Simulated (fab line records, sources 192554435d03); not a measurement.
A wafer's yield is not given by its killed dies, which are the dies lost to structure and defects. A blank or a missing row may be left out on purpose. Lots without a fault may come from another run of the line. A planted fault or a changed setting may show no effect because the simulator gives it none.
2 desks, one fault + flow n5 finfet + each desk holds nothing but its own numbers, with what lay behind them at the end

## FROM THE METROLOGY DESK
What the gauges read, lot by lot, whatever tool the lot ran on: means of the sampled wafers that have a number. If a lot's mean is further than 4 standard deviations from the usual mean, the lot is out of limits and carries the mark OUT (the distance appears in the brackets).
Columns: A = trench depth nm at N5_BEOL_M14_OCD_MEAS_35, usual 556 nm
| lot  | first seen here | A   |
|------|-----------------|-----|
| L844 | day 13 06:55    | 549 |
| L847 | day 13 21:37    | 555 |
| L852 | day 15 14:20    | 546 |
| L857 | day 16 23:56    | 558 |
| L864 | day 18 18:30    | 569 |
Finding of this desk: none of the 5 lots has anything out of limits.

## THE TOOL OWNER'S DESK: pvd sputter-01
The tool's own readings at N5_BEOL_M14_SPUTTER_43 (material TaN, target thk 15 nm, time 24.19 s): means of the sampled wafers that have a number, for each lot that ran on this tool. If a lot's mean is further than 4 standard deviations from the usual mean, the lot is out of limits and carries the mark OUT (the distance appears in the brackets).
Columns: A = bias v at N5_BEOL_M14_SPUTTER_43, usual 168.7 V; B = cathode dc power W at N5_BEOL_M14_SPUTTER_43, usual 15000 W; C = throttle valve pct at N5_BEOL_M14_SPUTTER_43, usual 30.0 %
| lot  | first seen here | A     | B                       | C    |
|------|-----------------|-------|-------------------------|------|
| L847 | day 13 22:22    | 169.6 | 14998                   | 29.6 |
| L857 | day 17 02:48    | 168.5 | 15947 (+99 or more) OUT | 29.8 |
Finding of this desk: L857 out of limits; the first was L857 at day 17 02:48, on cathode dc power W at N5_BEOL_M14_SPUTTER_43. Within limits: L847.

## TAKEN TOGETHER
The tool owner's desk could have raised an alarm at day 17 02:48, on L857.
From the metrology desk's view, nothing was out of limits.
The metrology desk holds a record of L857, inside its limits.
On pvd sputter-01, each named lot ran N5_BEOL_M14_SPUTTER_43.

## WHAT HAD BEEN PUT IN BY THE SIMULATOR
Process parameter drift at N5_BEOL_M14_SPUTTER_43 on pvd sputter-01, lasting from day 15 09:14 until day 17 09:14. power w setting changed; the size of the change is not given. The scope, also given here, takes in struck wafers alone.
Shown lots that were struck: L857.
How many hours passed from the start of the fault until each desk's first out-of-limits reading: the tool owner's desk, 42.
